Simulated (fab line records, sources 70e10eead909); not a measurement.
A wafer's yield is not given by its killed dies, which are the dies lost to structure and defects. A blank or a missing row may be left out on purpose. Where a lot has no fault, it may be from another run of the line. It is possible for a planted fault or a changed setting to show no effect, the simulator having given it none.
Matching of chambers	flow nand-harc	NHARC_A_M1_CMP_23 on cmp-02 has 4 sister chambers
The step polishes, t overpolish 20 s, target thk 154.34 nm. 4 wafers are shown with their chamber, then 9 later ones without.

## WAFERS, EACH WITH ITS CHAMBER
wafer	chamber	motor-current-A (A)
L297.5	3	11.4
L299.3	0	12.1
L299.4	2	11.8
L299.5	1	13.1

## WAFERS WITHOUT THEIR CHAMBER
wafer	motor-current-A (A)
L301.1	13.4
L301.4	11.4
L301.6	13.0
L305.1	13.9
L305.2	13.0
L305.3	11.9
L307.2	13.2
L307.3	12.4
L307.4	13.0

## EACH ONE'S CHAMBER
wafer	from the rows above	in truth
L301.1	1	1
L301.4	can't be placed: 3 or 2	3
L301.6	1	1
L305.1	1	1
L305.2	1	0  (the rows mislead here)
L305.3	can't be placed: 2 or 0 or 3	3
L307.2	1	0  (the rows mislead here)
L307.3	can't be placed: 0 or 2 or 1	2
L307.4	1	1
Correctly placed: 4 of 9. Unplaceable from these rows: 3, with the true chamber sitting among the candidates in 3. Placed wrongly: 2.
How it was worked out, from the rows above alone: a wafer's distance from a chamber is the root of the sum, over the readings, of the square of ((its reading less the chamber's mean) divided by the reading's scatter). The wafer belongs to the nearest chamber; if the next one is less than 2 further off, it can't be placed. For every chamber, the mean is computed from those of its wafers that are shown. The scatter (one wafer shown for each chamber): square how far every hidden wafer sits from the nearest shown wafer, average those squares and take the square root.
